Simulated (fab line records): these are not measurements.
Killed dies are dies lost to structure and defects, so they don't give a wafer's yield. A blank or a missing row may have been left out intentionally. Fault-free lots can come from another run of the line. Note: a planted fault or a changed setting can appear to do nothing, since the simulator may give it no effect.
A struck lot beside a sound one || flow n5Finfet || 15 steps out of a route of 1938
Sound: the wafers L540.3, L540.4, L540.5. Struck: wafer L551.4 (left out: L551.2, L551.3 of the same lot, which were not struck); the cause appears at the end.
Order at every step that has rows: each side's tool, ch and its chambers, its first start. Under that, the readings that differ: sound wafers || struck wafers || difference of the means || sigmas: that difference in standard deviations of wafers without a fault.
alike: readings with means less than 2 such deviations apart, plus words and numbers identical on both sides. not compared: withheld readings, readings lacking a value on some wafer, bounds such as >300 that could conceal the same value, and numbers that have no deviation in the record and whose values overlap.
The two part at a step that has a row with sigmas, a row that says differs or no value, or rows on one side only. When numbers do not overlap yet have no deviation, they are printed without sigmas and do not part them. A reading missing from all wafers of one side parts the sides only when that side holds two or more wafers.

N5_BEOL_M3_ETCH_41: etches SiCN in CH3F/O2, target depth 29.9 nm, time 52.5 s.
  sound on rieDiel-06 ch 0,1,2; struck on rieDiel-02 ch 1
  alike: drypumpMotorCurrentA, oesProductAu, rfVppV, showerheadPlenumPTorr, throttleValvePct
  not compared: rfHoursCounterH
then, 1 step without rows for these wafers: N5_BEOL_M3_STRIP_97 (strips in N2/H2, time 10 s).
N5_BEOL_M3_OCD_MEAS_38:
  sound on ocd-02, day 8 20:53; struck on ocd-02, day 11 16:47
  alike: trenchDepthNm
then, 4 steps without rows for these wafers: N5_BEOL_M3_HM_STRIP_39 (strips TiN in peroxide tin strip, target depth 25 nm, time 158 s); N5_BEOL_M3_SRD_40 (time 30 s); N5_BEOL_M3_PRECLEAN_42 (cleans in residue remover, time 60 s); N5_BEOL_M3_SRD_43 (time 30 s).
N5_BEOL_M3_CD_MEAS_35: target cd 18 nm, target cd y 21 nm.
  sound on cdSem-01, day 8 21:02; struck on cdSem-01, day 11 16:56
  alike: cdNm
then, 1 step without rows for these wafers: N5_BEOL_M3_DEGAS_44 (time 60 s).
N5_BEOL_M3_PRE_CLEAN_45: time 30 s.
  sound on pvdSputter-02, day 8 21:08; struck on pvdSputter-03, day 11 17:01
  alike: heaterPowerW
N5_BEOL_M3_ALD_84: deposits TaN, pulse time 2 s, purge time 3 s, co reactant purge time 2 s.
  sound on aldMetal-02 ch 1,2,3, day 8 21:11; struck on aldMetal-03 ch 1, day 11 17:06
  alike: heaterPowerW, precursorVesselPressureTorr
N5_BEOL_M3_SURFACE_TREAT_85:
  sound on pvdSputter-01, day 8 21:25; struck on pvdSputter-03, day 11 17:35
  not compared: throttleValvePct
N5_BEOL_M3_CVD_47: deposits Co from CCTBA/H2, target thk 3 nm, time 223.8 s.
  sound on cvdCo-01 ch 0,1,2, day 8 21:28; struck on cvdCo-01 ch 0, day 11 17:38
{"reading": "runLengthS (s)", "sound": "247.0 246.3 246.1", "struck": 250.4, "difference": "+3.9", "sigmas": "+7"}
N5_BEOL_M3_SPUTTER_48: material Cu, target thk 4.5 nm, time 8.29 s.
  sound on pvdSputter-01, day 8 21:53; struck on pvdSputter-03, day 11 17:49
  alike: throttleValvePct
N5_BEOL_M4_RC_MEAS_101:
  sound on prober-01 ch 0, day 9 17:28; struck on prober-01 ch 0, day 12 14:18
  alike: DIBL_N, DIBL_P, IOFF_N, IOFF_P, ION_N, ION_P, SS_N, SS_P, VT_N, VT_P

WHERE THEY PART
N5_BEOL_M3_CVD_47 only, going by this record. Later steps at which nothing parts them and some readings are alike: N5_BEOL_M3_SPUTTER_48, N5_BEOL_M4_RC_MEAS_101.

WHY: what had been put in by the simulator
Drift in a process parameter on cvdCo-01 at N5_BEOL_M3_CVD_47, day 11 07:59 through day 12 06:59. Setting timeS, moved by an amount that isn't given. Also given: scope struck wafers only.
